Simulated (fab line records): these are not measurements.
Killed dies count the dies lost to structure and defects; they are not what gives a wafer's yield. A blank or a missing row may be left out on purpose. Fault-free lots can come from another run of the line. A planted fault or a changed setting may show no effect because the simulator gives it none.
The tool behind it: which one? ; flow nandHarc ; 72 wafers from 24 lots sampled at 6 of the route's 1302 steps

## WHAT THE GAUGES SHOWED, per wafer
Not one reading of a measure or inspect step in the record can be checked against a usual standard deviation.

## WHAT TOOL EACH LOT RAN ON (gives the tool, then ch and the chambers of the sampled wafers, and finally the start)
lot;NHARC_A_STAIRCASE_DEP_471;NHARC_A_SGD_CUT_ETCH_15;NHARC_A_SGD_CUT_CMP_21;NHARC_A_SGD_CUT_ETCHBACK_24;NHARC_A_SLIT_DEP_00;NHARC_A_WL_FILL_ETCHBACK_04
L075;pecvd-03 ch 1,2, day 19 13:37;rieDiel-08 ch 0,1,3, day 19 20:59 or earlier;cmp-01 ch 0,1,2, day 19 20:59;rieDiel-13 ch 0,1,3, day 19 21:28;aclDep-02 ch 0, day 19 22:11;rieMetal-03 ch 0,1, day 20 16:59
L074;pecvd-04 ch 0,1,2, day 19 15:11;rieDiel-05 ch 0,1, day 19 20:59 or earlier;cmp-04 ch 1,3, day 19 20:59;rieDiel-08 ch 0,1,2, day 19 21:29;aclDep-01 ch 0, day 19 23:23;rieMetal-01 ch 0,1, day 20 17:05
L076;pecvd-03 ch 0,1,2, day 19 23:20;rieDiel-08 ch 0,2, day 20 07:07 or earlier;cmp-01 ch 1,2, day 20 07:07;rieDiel-08 ch 0,2,3, day 20 07:34;aclDep-03 ch 0, day 20 08:13;rieMetal-03 ch 0,1, day 21 03:58
L077;pecvd-04 ch 0,1,2, day 20 09:39;rieDiel-08 ch 2,3, day 20 16:56 or earlier;cmp-01 ch 1,2,3, day 20 16:56;rieDiel-08 ch 2,3, day 20 17:22;aclDep-03 ch 0, day 20 18:01;rieMetal-03 ch 1, day 21 12:48
L079;pecvd-03 ch 0,1,2, day 21 01:01;rieDiel-08 ch 0,1,3, day 21 08:38 or earlier;cmp-02 ch 1,2, day 21 08:38;rieDiel-08 ch 0,1,3, day 21 09:07;aclDep-02 ch 0, day 21 09:46;rieMetal-03 ch 0,1, day 22 04:53
L078;pecvd-04 ch 1,2, day 21 04:12;rieDiel-05 ch 0,2,3, day 21 08:41 or earlier;cmp-01 ch 1,2,3, day 21 08:41;rieDiel-05 ch 1,2,3, day 21 09:09;aclDep-01 ch 0, day 21 10:31;rieMetal-02 ch 0,1, day 22 04:50
L080;pecvd-03 ch 1,2, day 21 17:10;rieDiel-13 ch 1,3, day 22 02:38 or earlier;cmp-02 ch 0,1,2, day 22 02:38;rieDiel-05 ch 1,2, day 22 03:10;aclDep-01 ch 0, day 22 05:46;rieMetal-01 ch 0,1, day 23 02:50
L083;pecvd-04 ch 0,2, day 23 05:17;rieDiel-05 ch 0,2,3, day 23 12:49 or earlier;cmp-02 ch 0,1,3, day 23 12:49;rieDiel-13 ch 0,1,2, day 23 13:19;aclDep-03 ch 0, day 23 15:13;rieMetal-01 ch 0,1, day 24 13:30
L081;pecvd-02 ch 0,1,2, day 23 05:22;rieDiel-08 ch 0,3, day 23 12:52 or earlier;cmp-01 ch 1,2,3, day 23 12:52;rieDiel-05 ch 0,1, day 23 13:17;aclDep-01 ch 0, day 23 15:08;rieMetal-03 ch 0,1, day 24 13:07
L082;pecvd-02 ch 0,2, day 23 05:40;rieDiel-13 ch 0,2,3, day 23 12:48 or earlier;cmp-04 ch 1,2, day 23 12:48;rieDiel-08 ch 1,2,3, day 23 13:17;aclDep-02 ch 0, day 23 13:55;rieMetal-02 ch 0,1, day 24 09:55
L084;pecvd-03 ch 0,1, day 23 08:24;rieDiel-13 ch 0,1,2, day 23 15:55 or earlier;cmp-01 ch 0,1, day 23 15:55;rieDiel-08 ch 0,1, day 23 16:23;aclDep-01 ch 0, day 23 19:00;rieMetal-02 ch 1, day 24 18:05
L086;pecvd-03 ch 0,1,2, day 24 09:36;rieDiel-13 ch 0,1,2, day 24 16:55 or earlier;cmp-04 ch 2,3, day 24 16:55;rieDiel-08 ch 1,2,3, day 24 17:26;aclDep-01 ch 0, day 24 18:40;rieMetal-01 ch 1, day 25 13:04
L085;pecvd-04 ch 0,2, day 24 09:37;rieDiel-05 ch 0,1,3, day 24 16:57 or earlier;cmp-01 ch 0,2, day 24 16:57;rieDiel-05 ch 0,1, day 24 17:25;aclDep-03 ch 0, day 24 18:03;rieMetal-03 ch 0,1, day 25 15:08
L088;pecvd-03 ch 0,1,2, day 25 03:47;rieDiel-05 ch 1,2, day 25 14:10 or earlier;cmp-02 ch 0,1, day 25 14:10;rieDiel-08 ch 0,1,3, day 25 14:41;aclDep-03 ch 0, day 25 17:35;rieMetal-03 ch 0, day 26 12:23
L089;pecvd-04 ch 1,2, day 25 03:52;rieDiel-08 ch 0,1,3, day 25 14:12 or earlier;cmp-01 ch 0,1,3, day 25 14:12;rieDiel-13 ch 0,1,3, day 25 14:39;aclDep-02 ch 0, day 25 15:58;rieMetal-01 ch 0,1, day 26 10:41
L087;pecvd-02 ch 1,2, day 25 06:43;rieDiel-08 ch 0,2, day 25 14:12 or earlier;cmp-04 ch 0,2, day 25 14:12;rieDiel-13 ch 1,3, day 25 14:44;aclDep-01 ch 0, day 25 18:23;rieMetal-01 ch 0, day 26 15:47
L090;pecvd-04 ch 0,1,2, day 26 07:55;rieDiel-05 ch 1,2,3, day 26 15:08 or earlier;cmp-04 ch 0,2,3, day 26 15:08;rieDiel-08 ch 0,1,2, day 26 15:37;aclDep-02 ch 0, day 26 22:06;rieMetal-03 ch 0,1, day 27 17:18
L091;pecvd-03 ch 0,1,2, day 26 17:16;rieDiel-08 ch 0,1,3, day 27 00:46 or earlier;cmp-04 ch 1,3, day 27 00:46;rieDiel-08 ch 0,2, day 27 01:16;aclDep-01 ch 0, day 27 04:55;rieMetal-02 ch 1, day 28 01:00
L092;pecvd-02 ch 1,2, day 26 23:28;rieDiel-05 ch 1,3, day 27 07:10 or earlier;cmp-04 ch 0,1, day 27 07:10;rieDiel-08 ch 1,3, day 27 07:41;aclDep-03 ch 0, day 27 08:31;rieMetal-01 ch 0, day 28 03:28
L094;pecvd-03 ch 1,2, day 28 07:02;rieDiel-13 ch 0,1,2, day 28 14:52 or earlier;cmp-04 ch 1,2,3, day 28 14:52;rieDiel-08 ch 1,2,3, day 28 15:22;aclDep-03 ch 0, day 28 15:59;rieMetal-02 ch 0,1, day 29 10:55
L093;pecvd-04 ch 1,2, day 28 07:25;rieDiel-05 ch 0,1,3, day 28 14:55 or earlier;cmp-01 ch 0,2, day 28 14:55;rieDiel-05 ch 2,3, day 28 15:22;aclDep-02 ch 0, day 28 16:05;rieMetal-03 ch 1, day 29 10:56
L095;pecvd-02 ch 0,2, day 28 07:28;rieDiel-08 ch 1,2,3, day 28 15:02 or earlier;cmp-02 ch 0,2,3, day 28 15:02;rieDiel-05 ch 2,3, day 28 15:30;aclDep-01 ch 0, day 28 18:14;rieMetal-03 ch 0,1, day 29 14:43
L097;pecvd-02 ch 1,2, day 29 01:54;rieDiel-13 ch 0,1,3, day 29 10:07 or earlier;cmp-01 ch 0,2,3, day 29 10:07;rieDiel-05 ch 0,1,2, day 29 10:37;aclDep-02 ch 0, day 29 12:45;rieMetal-01 ch 0,1, day 30 07:55
L096;pecvd-04 ch 0,1, day 29 02:11;rieDiel-08 ch 0,2,3, day 29 10:11 or earlier;cmp-04 ch 0,1,2, day 29 10:11;rieDiel-08 ch 0,1,2, day 29 10:38;aclDep-01 ch 0, day 29 13:19;rieMetal-02 ch 0,1, day 30 07:55
- NHARC_A_STAIRCASE_DEP_471: deposits SiO2, target thk 100 nm.
- NHARC_A_SGD_CUT_ETCH_15: etches the open film in CH3F/O2, target depth 75 nm, time 64.3 s.
- NHARC_A_SGD_CUT_CMP_21: polishes, target thk 148.19 nm.
- NHARC_A_SGD_CUT_ETCHBACK_24: etches the open film in CH3F/O2, target depth 50 nm, time 92.857 s.
- NHARC_A_SLIT_DEP_00: deposits aC, target thk 6200 nm.
- NHARC_A_WL_FILL_ETCHBACK_04: etches the open film in NF3, target depth 60 nm, time 120 s.

## WHAT THE TOOLS THEMSELVES READ (means of the sampled wafers that have a number; where no wafer has one, the mark that the record gives instead)
NHARC_A_STAIRCASE_DEP_471.
lot;tool;heaterPowerW (W);throttleValvePct (%)
L075;pecvd-03;516;15.7
L074;pecvd-04;532;15.6
L076;pecvd-03;550;16.1
L077;pecvd-04;540;15.4
L079;pecvd-03;496;16.2
L078;pecvd-04;492;15.6
L080;pecvd-03;514;16.3
L083;pecvd-04;402;15.5
L081;pecvd-02;561;16.4
L082;pecvd-02;661;16.1
L084;pecvd-03;565;16.0
L086;pecvd-03;581;15.5
L085;pecvd-04;541;15.3
L088;pecvd-03;564;15.8
L089;pecvd-04;436;15.8
L087;pecvd-02;562;16.7
L090;pecvd-04;505;15.6
L091;pecvd-03;562;15.8
L092;pecvd-02;630;16.0
L094;pecvd-03;484;15.8
L093;pecvd-04;490;15.3
L095;pecvd-02;604;15.9
L097;pecvd-02;635;16.4
L096;pecvd-04;567;15.3

NHARC_A_SGD_CUT_ETCH_15.
lot;tool;drypumpMotorCurrentA (A);oesProductAu (a.u.);rfVppV (V);showerheadPlenumPTorr (Torr);throttleValvePct (%)
L075;rieDiel-08;6.1;0.965;264.1;2.49;20.663
L074;rieDiel-05;5.8;0.971;261.8;2.31;20.655
L076;rieDiel-08;6.0;0.973;264.6;2.51;20.663
L077;rieDiel-08;5.7;0.952;264.1;2.48;20.660
L079;rieDiel-08;6.1;0.958;263.7;2.49;20.667
L078;rieDiel-05;5.8;0.969;263.7;2.42;20.667
L080;rieDiel-13;5.3;0.936;264.7;2.51;20.672
L083;rieDiel-05;5.8;0.971;262.8;2.42;20.660
L081;rieDiel-08;5.9;0.968;265.1;2.50;20.664
L082;rieDiel-13;5.8;0.970;262.8;2.41;20.666
L084;rieDiel-13;5.6;0.962;262.6;2.36;20.669
L086;rieDiel-13;5.7;0.965;262.5;2.36;20.665
L085;rieDiel-05;5.8;0.928;263.7;2.43;20.663
L088;rieDiel-05;5.9;0.955;262.0;2.32;20.662
L089;rieDiel-08;6.1;0.958;264.1;2.48;20.664
L087;rieDiel-08;6.0;0.970;264.8;2.51;20.665
L090;rieDiel-05;5.9;0.971;263.5;2.43;20.663
L091;rieDiel-08;6.1;0.975;264.3;2.48;20.660
L092;rieDiel-05;5.9;0.972;263.2;2.44;20.665
L094;rieDiel-13;5.6;0.957;262.1;2.35;20.660
L093;rieDiel-05;5.8;0.958;263.8;2.43;20.660
L095;rieDiel-08;5.9;0.948;264.0;2.46;20.665
L097;rieDiel-13;5.6;0.932;263.0;2.43;20.665
L096;rieDiel-08;5.9;0.918;265.1;2.50;20.661

NHARC_A_SGD_CUT_CMP_21.
lot;tool;motorCurrentA (A);timeToEndpointS (s)
L075;cmp-01;11.7;47.0
L074;cmp-04;11.9;52.3
L076;cmp-01;11.9;47.6
L077;cmp-01;11.8;46.8
L079;cmp-02;12.7;49.7
L078;cmp-01;11.6;47.7
L080;cmp-02;13.1;51.3
L083;cmp-02;12.2;47.2
L081;cmp-01;12.0;49.2
L082;cmp-04;12.8;50.8
L084;cmp-01;12.6;54.3
L086;cmp-04;12.0;49.3
L085;cmp-01;11.4;45.3
L088;cmp-02;12.0;44.4
L089;cmp-01;12.4;50.2
L087;cmp-04;12.3;48.8
L090;cmp-04;10.9;49.5
L091;cmp-04;10.8;48.5
L092;cmp-04;11.2;49.7
L094;cmp-04;12.0;47.5
L093;cmp-01;11.2;51.1
L095;cmp-02;13.8;49.6
L097;cmp-01;11.7;51.4
L096;cmp-04;12.1;52.6

NHARC_A_SGD_CUT_ETCHBACK_24.
lot;tool;drypumpMotorCurrentA (A);oesProductAu (a.u.);rfVppV (V);showerheadPlenumPTorr (Torr);throttleValvePct (%)
L075;rieDiel-13;5.6;1.01;244.2;2.43;20.663
L074;rieDiel-08;6.1;0.98;245.2;2.49;20.659
L076;rieDiel-08;5.9;0.96;245.0;2.51;20.671
L077;rieDiel-08;5.7;0.93;244.9;2.48;20.666
L079;rieDiel-08;6.1;0.95;244.5;2.49;20.656
L078;rieDiel-05;5.9;0.92;243.5;2.43;20.666
L080;rieDiel-05;5.9;1.00;242.4;2.32;20.663
L083;rieDiel-13;5.7;1.00;243.1;2.36;20.670
L081;rieDiel-05;5.9;0.98;242.8;2.33;20.660
L082;rieDiel-08;5.9;1.00;244.6;2.47;20.669
L084;rieDiel-08;6.3;0.99;244.6;2.51;20.666
L086;rieDiel-08;5.9;1.00;243.7;2.46;20.656
L085;rieDiel-05;5.8;0.93;242.1;2.31;20.657
L088;rieDiel-08;6.1;1.00;244.6;2.48;20.662
L089;rieDiel-13;5.6;0.99;243.9;2.43;20.655
L087;rieDiel-13;5.2;1.00;243.9;2.45;20.655
L090;rieDiel-08;6.1;1.01;244.6;2.48;20.666
L091;rieDiel-08;6.0;0.93;244.5;2.51;20.664
L092;rieDiel-08;6.0;0.97;244.5;2.44;20.653
L094;rieDiel-08;5.9;1.00;244.0;2.46;20.662
L093;rieDiel-05;5.9;0.93;244.0;2.42;20.658
L095;rieDiel-05;5.9;1.01;244.1;2.42;20.659
L097;rieDiel-05;5.9;1.00;242.4;2.32;20.665
L096;rieDiel-08;6.1;0.93;245.3;2.48;20.667

NHARC_A_SLIT_DEP_00.
lot;tool;throttleValvePct (%)
L075;aclDep-02;34.997
L074;aclDep-01;34.999
L076;aclDep-03;35.000
L077;aclDep-03;34.999
L079;aclDep-02;34.994
L078;aclDep-01;35.005
L080;aclDep-01;34.996
L083;aclDep-03;35.002
L081;aclDep-01;35.002
L082;aclDep-02;34.994
L084;aclDep-01;34.997
L086;aclDep-01;35.003
L085;aclDep-03;35.005
L088;aclDep-03;34.996
L089;aclDep-02;35.005
L087;aclDep-01;35.002
L090;aclDep-02;35.004
L091;aclDep-01;34.999
L092;aclDep-03;34.995
L094;aclDep-03;35.010
L093;aclDep-02;35.004
L095;aclDep-01;34.996
L097;aclDep-02;35.006
L096;aclDep-01;35.002

NHARC_A_WL_FILL_ETCHBACK_04.
lot;tool;drypumpMotorCurrentA (A);oesProductAu (a.u.)
L075;rieMetal-03;6.0;0.996
L074;rieMetal-01;6.1;1.000
L076;rieMetal-03;5.8;0.997
L077;rieMetal-03;6.3;0.998
L079;rieMetal-03;5.8;1.006
L078;rieMetal-02;6.0;0.999
L080;rieMetal-01;6.1;0.997
L083;rieMetal-01;6.1;0.993
L081;rieMetal-03;6.0;1.001
L082;rieMetal-02;6.2;0.992
L084;rieMetal-02;5.8;0.999
L086;rieMetal-01;6.0;1.018
L085;rieMetal-03;5.8;1.003
L088;rieMetal-03;5.5;1.004
L089;rieMetal-01;6.0;0.999
L087;rieMetal-01;6.2;0.998
L090;rieMetal-03;6.0;0.995
L091;rieMetal-02;5.8;1.002
L092;rieMetal-01;6.1;0.997
L094;rieMetal-02;6.0;1.008
L093;rieMetal-03;6.3;1.012
L095;rieMetal-03;6.0;1.006
L097;rieMetal-01;6.1;0.994
L096;rieMetal-02;6.0;0.999

## THE ANSWER, worked out from the rows above alone
Rule: the lots themselves supply what counts as usual. The widest of any qualifying gaps counts: lots, ordered by their means at a reading, are off when they make up no more than a third of the lots, leave a main group of 4 or more, and stand apart from it by 3 or more times the standard deviation of that group's means. A main group whose means are all the same, to the digits that the tables above print for the reading, isn't used. Also off: a lot with no number at a reading for which 4 or more lots have one. The other lots that the step has rows for count as sound. First the gauges in route order, then the tools' own readings, where a lot's mean is used as printed above. The first step at which some lot is off is used, and at that step the reading that is off furthest; a lot without a number counts as furthest.
No lot is off at any reading shown: from this, nothing can be told.

## WHAT HAD BEEN PUT IN BY THE SIMULATOR
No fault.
